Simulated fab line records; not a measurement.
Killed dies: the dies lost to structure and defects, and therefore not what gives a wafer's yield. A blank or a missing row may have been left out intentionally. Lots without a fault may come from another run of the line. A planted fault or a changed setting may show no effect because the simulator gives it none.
fab line records | flow n5_finfet | part 2 of 2: steps 5 to 6 of 6
[record] lots = 22 | wafers = 66 | last_day = 19
route steps=1938 shown WELL_APT@44 FIN_SAQP@136 FIN_CUT@177 STI_FIN_REVEAL@183
lots untouched by any fault: they come from a run of this same line in which no faults occurred
start_h: hours from the record's opening day to when the first of the lot's shown wafers began | wait_h: hours from the lot's prior step to this one | " the same as in the row above | L1.1+2: a single row standing in for several wafers | - no value, or no start given | * or withheld: withheld | < > ~ a bound
route shown NAME@n: names a module that has steps shown in the file, with the first one's number in the route | usual: average and standard deviation across the fault-free wafers | same: alike in all rows | chamber/n: place in a boat | sites: the reading at each site | _std_site: how widely they spread, as a standard deviation | _edge_site: the outer-site mean with the inner-site mean subtracted | radius_mm: how far each site lies from the wafer's centre | mask NAME#n: copy n | behind: the last tool/chamber to shape the wafer | hold: reason for holding the lot/hours on hold/outcome of the hold | device: names the non-switching transistor (n, p or np) | end of line: the same wafers' tests at the end of the route | step lacking rows: just its recipe | killed: the dies lost at the first sort to structure and to defects; this is not the yield of the wafer | map: a wafer's dies, marking killed ones x, the rest . and places with no die _
set.NAME: the setting the step ran with; set.NAME@STEP: the setting that earlier step ran with | model.NAME: the simulator's own value behind a step, which no gauge read
one table for each step of the route and one row for each wafer, over a sample of lots
services: the hour from which a tool's chamber was out of use, counted from the record's first day as start_h (under 0 if before that day), plus the number of hours and why
[[steps]]
[step N5_FIN_CUT_STRIP_22]
[recipe] chemistry = N2/H2 | power_w = 500 | temp_c = 40 | pressure_mtorr = 50 | rf_frequency_hz = 6e+07 | overash_fraction = 0.3 | bias_power_w = 8 | h2_frac = 0.5 | n2_flow_sccm = 300 | h2_flow_sccm = 300
[usual] chamber_pressure_mTorr = 50.00/0.12 | drypump_motor_current_A = 5.7/0.6 | h2_flow_sccm = 299.9/0.92 | oes_product_au = 0.79/0.081 | rf_vpp_V = 54.3/2 | showerhead_plenum_p_Torr = 3.36/0.11 | throttle_valve_pct = 19.02/0.27
lot.wafer | tool        | chamber | start_h | wait_h | chamber_pressure_mTorr | drypump_motor_current_A | h2_flow_sccm | oes_product_au | rf_hours_counter_h | rf_vpp_V | showerhead_plenum_p_Torr | throttle_valve_pct
L074.2    | rie_diel-04 | 1       | 27.24   | 0.0    | 49.84                  | 5.9                     | 300.2        | 0.80           | 95                 | 53.2     | 3.53                     | 18.85
L074.3    | "           | 3       | "       | "      | 50.08                  | 5.8                     | 300.5        | 0.68           | 236                | 56.6     | 3.44                     | 19.10
L074.5    | "           | 3       | "       | "      | 49.94                  | 5.9                     | 300.7        | 0.68           | -                  | 55.9     | 3.44                     | 19.07
L075.2    | rie_diel-01 | 3       | 33.50   | 0.1    | 49.76                  | 5.4                     | 299.3        | 0.70           | 212                | 54.6     | 3.32                     | 18.84
L075.4    | "           | 2       | "       | "      | 50.09                  | 4.9                     | 300.1        | 0.81           | -                  | 51.7     | 3.26                     | 18.91
L075.6    | "           | 3       | "       | "      | 49.99                  | 5.4                     | 300.5        | 0.68           | -                  | 52.9     | 3.32                     | 18.90
L076.1    | rie_diel-04 | 0       | 41.63   | 0.0    | 49.77                  | 5.4                     | 300.2        | 0.71           | 227                | 54.2     | 3.19                     | 18.94
L076.2    | "           | 1       | "       | "      | 49.92                  | 5.9                     | 299.4        | 0.81           | 99                 | 54.5     | 3.53                     | 18.86
L076.5    | "           | 1       | "       | "      | 50.00                  | 5.9                     | 298.3        | 0.83           | -                  | 52.4     | 3.53                     | 18.89
L077.2    | rie_diel-01 | 2       | 46.65   | 0.2    | 50.10                  | 4.9                     | 299.1        | 0.82           | 103                | 55.7     | 3.25                     | 18.89
L077.4    | "           | 0       | "       | "      | 49.73                  | 5.5                     | 300.3        | 0.91           | 25                 | 49.6     | 3.43                     | 18.78
L077.6    | "           | 1       | "       | "      | 49.96                  | 6.8                     | 299.2        | 0.89           | -                  | 54.1     | 3.42                     | 18.87
L078.2    | rie_diel-06 | 3       | 53.31   | 0.1    | 49.80                  | 5.1                     | 300.8        | 0.75           | 162                | 52.4     | 3.22                     | 19.26
L078.3    | "           | 1       | "       | "      | 50.14                  | 4.9                     | 300.1        | 0.78           | 162                | 55.6     | 3.35                     | 18.87
L078.5    | "           | 1       | "       | "      | 50.08                  | 5.0                     | 301.0        | 0.77           | -                  | 53.7     | 3.35                     | 18.83
L079.1    | rie_diel-06 | 0       | 59.66   | 0.1    | 50.10                  | 6.3                     | 299.2        | 0.69           | 246                | 53.7     | 3.45                     | 19.28
L079.2    | "           | 3       | "       | "      | 49.95                  | 5.1                     | 300.2        | 0.75           | 165                | 54.1     | 3.22                     | 19.25
L079.4    | "           | 3       | "       | "      | 50.05                  | 5.1                     | 300.6        | 0.76           | -                  | 55.0     | 3.22                     | 19.29
L080.3    | rie_diel-01 | 3       | 64.13   | 0.0    | 50.03                  | 5.4                     | 300.1        | 0.68           | 221                | 49.8     | 3.31                     | 18.97
L080.5    | "           | 1       | "       | "      | 49.90                  | 6.8                     | 299.8        | 0.88           | -                  | 55.9     | 3.42                     | 18.88
L080.6    | "           | 2       | "       | "      | 50.10                  | 4.9                     | 300.5        | 0.80           | -                  | 54.6     | 3.25                     | 18.97
L081.2    | rie_diel-04 | 2       | 69.51   | 0.0    | 49.99                  | 6.2                     | 297.6        | 0.81           | 94                 | 52.0     | 3.26                     | 19.57
L081.3    | "           | 0       | "       | "      | 49.85                  | 5.4                     | 299.8        | 0.69           | 236                | 55.5     | 3.19                     | 18.97
L081.5    | "           | 2       | "       | "      | 49.99                  | 6.2                     | 299.5        | 0.80           | -                  | 58.3     | 3.26                     | 19.59
L082.1    | rie_diel-04 | 1       | 75.25   | 0.0    | 50.11                  | 5.9                     | 300.4        | 0.80           | 109                | 57.9     | 3.52                     | 18.83
L082.3    | "           | 2       | "       | "      | 50.24                  | 6.2                     | 297.6        | 0.81           | 96                 | 56.7     | 3.26                     | 19.53
L082.4    | "           | 0       | "       | "      | 49.92                  | 5.4                     | 299.9        | 0.70           | -                  | 54.8     | 3.18                     | 18.96
L083.1    | rie_diel-01 | 1       | 80.87   | 0.2    | 49.84                  | 6.8                     | 299.2        | 0.87           | 41                 | 57.5     | 3.42                     | 18.95
L083.3    | "           | 3       | "       | "      | 50.00                  | 5.4                     | 301.3        | 0.70           | 227                | 57.7     | 3.31                     | 18.98
L083.5    | "           | 2       | "       | "      | 49.84                  | 4.9                     | 300.8        | 0.79           | -                  | 53.7     | 3.25                     | 18.92
L084.2    | rie_diel-01 | 0       | 87.40   | 0.1    | 49.89                  | 5.5                     | 300.4        | 0.86           | 36                 | 56.1     | 3.43                     | 18.80
L084.4    | "           | 2       | "       | "      | 50.12                  | 4.9                     | 300.0        | 0.78           | 115                | 53.6     | 3.25                     | 18.93
L084.6    | "           | 0       | "       | "      | 49.98                  | 5.5                     | 300.2        | 0.90           | -                  | 55.8     | 3.43                     | 18.77
L085.1    | rie_diel-06 | 1       | 98.35   | 0.0    | 49.86                  | 4.9                     | 299.7        | 0.75           | 179                | 56.0     | 3.34                     | 18.86
L085.4    | "           | 3       | "       | "      | 49.89                  | 5.1                     | 300.2        | 0.72           | 180                | 55.3     | 3.21                     | 19.29
L085.5    | "           | 1       | "       | "      | 49.93                  | 5.0                     | 299.1        | 0.75           | -                  | 52.7     | 3.34                     | 18.83
L086.1    | rie_diel-01 | 3       | 101.37  | 0.3    | 50.01                  | 5.4                     | 299.1        | 0.70           | 233                | 57.0     | 3.30                     | 18.96
L086.3    | "           | 1       | "       | "      | 49.95                  | 6.8                     | 300.3        | 0.85           | 50                 | 51.9     | 3.42                     | 18.95
L086.4    | "           | 0       | "       | "      | 50.10                  | 5.4                     | 301.0        | 0.87           | 42                 | 51.0     | 3.42                     | 18.80
L087.1    | rie_diel-04 | 1       | 108.31  | 0.1    | 50.02                  | 5.9                     | 300.3        | 0.80           | 121                | 56.0     | 3.51                     | 18.83
L087.2    | "           | 2       | "       | "      | 49.81                  | 6.2                     | 300.0        | 0.78           | 108                | 53.7     | 3.25                     | 19.60
L087.5    | "           | 2       | "       | "      | 50.01                  | 6.2                     | 300.1        | 0.78           | -                  | 56.0     | 3.25                     | 19.55
L089.2    | rie_diel-01 | 1       | 120.43  | 0.2    | 49.93                  | 6.7                     | 299.5        | 0.85           | 55                 | 53.4     | 3.41                     | 18.92
L089.3    | "           | 2       | "       | "      | 49.99                  | 4.9                     | 298.6        | 0.77           | 125                | 51.4     | 3.24                     | 18.96
L089.4    | "           | 0       | "       | "      | 49.86                  | 5.5                     | 299.7        | 0.86           | 47                 | 54.2     | 3.42                     | 18.74
L090.1    | rie_diel-04 | 2       | 123.57  | 0.2    | 49.82                  | 6.2                     | 299.1        | 0.78           | 114                | 51.4     | 3.25                     | 19.59
L090.3    | "           | 1       | "       | "      | 49.86                  | 5.9                     | 300.7        | 0.80           | 128                | 52.6     | 3.51                     | 18.91
L090.6    | "           | 3       | "       | "      | 49.98                  | 5.8                     | 299.0        | 0.95           | -                  | 55.1     | 3.43                     | 18.77
L091.2    | rie_diel-06 | 2       | 129.94  | 0.3    | 49.94                  | 6.6                     | 299.3        | 0.69           | 251                | 57.8     | 3.44                     | 19.67
L091.5    | "           | 2       | "       | "      | 49.93                  | 6.6                     | 300.2        | 0.70           | -                  | 52.7     | 3.44                     | 19.62
L091.6    | "           | 3       | "       | "      | 50.23                  | 5.1                     | 300.1        | 0.73           | -                  | 49.8     | 3.21                     | 19.28
L092.1    | rie_diel-04 | 2       | 135.61  | 0.0    | 50.12                  | 6.2                     | 298.7        | 0.79           | 120                | 55.9     | 3.24                     | 19.60
L092.5    | "           | 1       | "       | "      | 49.98                  | 5.9                     | 300.5        | 0.78           | -                  | 56.4     | 3.51                     | 18.87
L092.6    | "           | 2       | "       | "      | 50.09                  | 6.2                     | 298.5        | 0.78           | -                  | 52.4     | 3.24                     | 19.62
L094.2    | rie_diel-01 | 0       | 148.71  | 0.4    | 49.83                  | 5.4                     | 300.9        | 0.87           | 56                 | 51.9     | 3.42                     | 18.80
L094.5    | "           | 2       | "       | "      | 50.09                  | 4.9                     | 299.4        | 0.78           | -                  | 52.8     | 3.24                     | 18.97
L094.6    | "           | 3       | "       | "      | 49.88                  | 5.4                     | 301.6        | 0.68           | -                  | 56.1     | 3.30                     | 18.96
L095.2    | rie_diel-04 | 1       | 154.13  | 0.0    | 50.03                  | 5.9                     | 300.2        | 0.76           | 139                | 55.6     | 3.50                     | 18.89
L095.5    | "           | 1       | "       | "      | 49.94                  | 6.0                     | 301.5        | 0.79           | -                  | 48.7     | 3.50                     | 18.90
L095.6    | "           | 2       | "       | "      | 49.98                  | 6.2                     | 299.7        | 0.78           | -                  | 55.4     | 3.24                     | 19.60
L096.1    | rie_diel-01 | 1       | 160.28  | 0.0    | 50.01                  | 6.8                     | 300.3        | 0.83           | 71                 | 54.7     | 3.40                     | 18.99
L096.3    | "           | 0       | "       | "      | 50.12                  | 5.5                     | 300.9        | 0.84           | 62                 | 56.7     | 3.41                     | 18.81
L096.4    | "           | 1       | "       | "      | 50.02                  | 6.8                     | 300.1        | 0.83           | -                  | 51.3     | 3.40                     | 18.93
L097.2    | rie_diel-01 | 0       | 165.42  | 0.0    | 50.04                  | 5.4                     | 300.3        | 0.85           | 64                 | 52.7     | 3.41                     | 18.83
L097.3    | "           | 2       | "       | "      | 50.03                  | 4.9                     | 300.5        | 0.77           | 137                | 55.9     | 3.24                     | 18.95
L097.5    | "           | 0       | "       | "      | 50.07                  | 5.5                     | 299.1        | 0.86           | -                  | 52.4     | 3.41                     | 18.83
[step N5_STI_FIN_REVEAL_ALD_00]
[recipe] material = SiO2 | target_thk_a = 10 | temp_c = 300 | ald_precursor_family = BDEAS | ald_co_reactant = O2-plasma | pulse_time_s = 1 | pressure_torr = 2
[usual] heater_power_w = 478/46 | precursor_pulse_height_rel = 0.998/0.021
lot.wafer | tool       | chamber | start_h | wait_h | heater_power_w | precursor_pulse_height_rel | since_wet_clean_h
L074.2    | ald_sin-01 | 2       | 27.44   | 0.0    | 453            | 1.015                      | 215
L074.3    | "          | 3       | "       | "      | 544            | 0.985                      | 215
L074.5    | "          | 0       | "       | "      | 466            | 1.024                      | -
L075.2    | ald_sin-03 | 0       | 33.70   | 0.0    | 484            | 1.022                      | 131
L075.4    | "          | 2       | "       | "      | 409            | 1.032                      | 131
L075.6    | "          | 2       | "       | "      | 398            | 1.004                      | -
L076.1    | ald_sin-01 | 1       | 41.82   | 0.0    | 556            | 0.952                      | 229
L076.2    | "          | 0       | "       | "      | 467            | 1.008                      | 229
L076.5    | "          | 3       | "       | "      | 525            | 1.010                      | -
L077.2    | ald_sin-01 | 3       | 46.85   | 0.0    | 538            | 0.976                      | 234
L077.4    | "          | 0       | "       | "      | 452            | 0.993                      | 234
L077.6    | "          | 2       | "       | "      | 446            | 1.006                      | -
L078.2    | ald_sin-02 | 0       | 53.51   | 0.0    | 477            | 1.006                      | 45
L078.3    | "          | 2       | "       | "      | 540            | 0.991                      | 45
L078.5    | "          | 3       | "       | "      | 425            | 1.022                      | -
L079.1    | ald_sin-02 | 0       | 59.86   | 0.0    | 471            | 0.996                      | 52
L079.2    | "          | 1       | "       | "      | 422            | 0.977                      | 52
L079.4    | "          | 3       | "       | "      | 421            | 0.969                      | 52
L080.3    | ald_sin-02 | 2       | 64.33   | 0.0    | 528            | 0.979                      | 56
L080.5    | "          | 2       | "       | "      | 514            | 0.967                      | -
L080.6    | "          | 1       | "       | "      | 428            | 0.990                      | -
L081.2    | ald_sin-01 | 1       | 69.77   | 0.0    | 548            | 1.010                      | 257
L081.3    | "          | 0       | "       | "      | 460            | 0.968                      | 257
L081.5    | "          | 3       | "       | "      | 530            | 1.043                      | -
L082.1    | ald_sin-01 | 3       | 75.45   | 0.0    | 542            | 0.993                      | 263
L082.3    | "          | 0       | "       | "      | 456            | 0.996                      | 263
L082.4    | "          | 2       | "       | "      | 447            | 1.010                      | 263
L083.1    | ald_sin-02 | 1       | 81.06   | 0.0    | 423            | 1.022                      | 73
L083.3    | "          | 3       | "       | "      | 428            | 1.004                      | 73
L083.5    | "          | 2       | "       | "      | 524            | 0.987                      | -
L084.2    | ald_sin-02 | 1       | 87.67   | 0.0    | 439            | 0.985                      | 80
L084.4    | "          | 0       | "       | "      | 471            | 1.003                      | 80
L084.6    | "          | 3       | "       | "      | 425            | 1.024                      | -
L085.1    | ald_sin-03 | 3       | 100.38  | 1.9    | 517            | 0.990                      | 198
L085.4    | "          | 0       | "       | "      | 496            | 1.043                      | 198
L085.5    | "          | 2       | "       | "      | 403            | 1.013                      | -
L086.1    | ald_sin-03 | 3       | 101.56  | 0.0    | 522            | 1.013                      | 199
L086.3    | "          | 0       | "       | "      | 479            | 0.999                      | 199
L086.4    | "          | 2       | "       | "      | 393            | 1.039                      | 199
L087.1    | ald_sin-03 | 1       | 108.51  | 0.0    | 501            | 1.012                      | 206
L087.2    | "          | 0       | "       | "      | 485            | 0.958                      | 206
L087.5    | "          | 1       | "       | "      | 483            | 0.991                      | -
L089.2    | ald_sin-03 | 3       | 120.72  | 0.1    | 513            | 1.010                      | 218
L089.3    | "          | 1       | "       | "      | 494            | 1.029                      | 218
L089.4    | "          | 2       | "       | "      | 414            | 0.996                      | 218
L090.1    | ald_sin-01 | 1       | 123.77  | 0.0    | 553            | 0.999                      | 311
L090.3    | "          | 0       | "       | "      | 453            | 0.993                      | 311
L090.6    | "          | 1       | "       | "      | 564            | 1.014                      | -
L091.2    | ald_sin-01 | 1       | 130.13  | 0.0    | 553            | 1.020                      | 317
L091.5    | "          | 1       | "       | "      | 552            | 0.957                      | -
L091.6    | "          | 0       | "       | "      | 460            | 1.011                      | -
L092.1    | ald_sin-02 | 1       | 135.83  | 0.1    | 433            | 1.015                      | 128
L092.5    | "          | 0       | "       | "      | 451            | 0.988                      | -
L092.6    | "          | 3       | "       | "      | 418            | 1.007                      | -
L094.2    | ald_sin-03 | 1       | 148.91  | 0.0    | 495            | 1.006                      | 247
L094.5    | "          | 1       | "       | "      | 495            | 1.017                      | -
L094.6    | "          | 2       | "       | "      | 393            | 0.964                      | -
L095.2    | ald_sin-03 | 1       | 154.34  | 0.1    | 487            | 1.003                      | 252
L095.5    | "          | 0       | "       | "      | 493            | 0.969                      | -
L095.6    | "          | 3       | "       | "      | 513            | 1.001                      | -
L096.1    | ald_sin-01 | 0       | 160.48  | 0.0    | 468            | 0.977                      | 348
L096.3    | "          | 3       | "       | "      | 532            | 0.982                      | 348
L096.4    | "          | 1       | "       | "      | 543            | 1.012                      | 348
L097.2    | ald_sin-02 | 1       | 165.62  | 0.0    | 434            | 1.012                      | 158
L097.3    | "          | 2       | "       | "      | 537            | 0.965                      | 158
L097.5    | "          | 1       | "       | "      | 432            | 0.981                      | -
[[services]]
tool        | chamber | start_h | hours | kind
rie_si-03   | 0       | 6.12    | 3.5   | repair
rie_si-03   | -       | 9.00    | 0.2   | repair
rie_si-04   | -       | 18.42   | 8.1   | repair
rie_si-05   | 3       | 22.38   | 6.4   | repair
rie_diel-03 | 0       | 22.63   | 6.3   | repair
rie_diel-01 | 1       | 27.37   | 13.8  | repair
rie_diel-03 | -       | 31.94   | 14.6  | pm
rie_si-02   | -       | 40.99   | 0.9   | repair
rie_diel-04 | 1       | 46.04   | 2.6   | repair
rie_diel-03 | 1       | 48.64   | 15.8  | repair
rie_si-01   | 2       | 48.77   | 3.3   | repair
rie_si-01   | -       | 53.03   | 28.1  | pm
rie_si-05   | -       | 64.55   | 15.6  | pm
rie_diel-01 | 0       | 66.08   | 1.5   | repair
rie_si-03   | 1       | 67.28   | 5.5   | repair
ald_sin-01  | 2       | 75.89   | 7.2   | repair
ald_sin-02  | 2       | 82.74   | 2.1   | repair
rie_si-06   | -       | 83.31   | 4.3   | pm
rie_si-01   | 1       | 85.12   | 3.7   | repair
rie_diel-03 | -       | 99.11   | 2.8   | pm
ald_sin-01  | 3       | 111.50  | 1.7   | repair
ald_sin-01  | 3       | 118.03  | 6.7   | repair
rie_diel-02 | 3       | 127.94  | 2.0   | repair
ald_sin-03  | 2       | 156.64  | 36.8  | repair
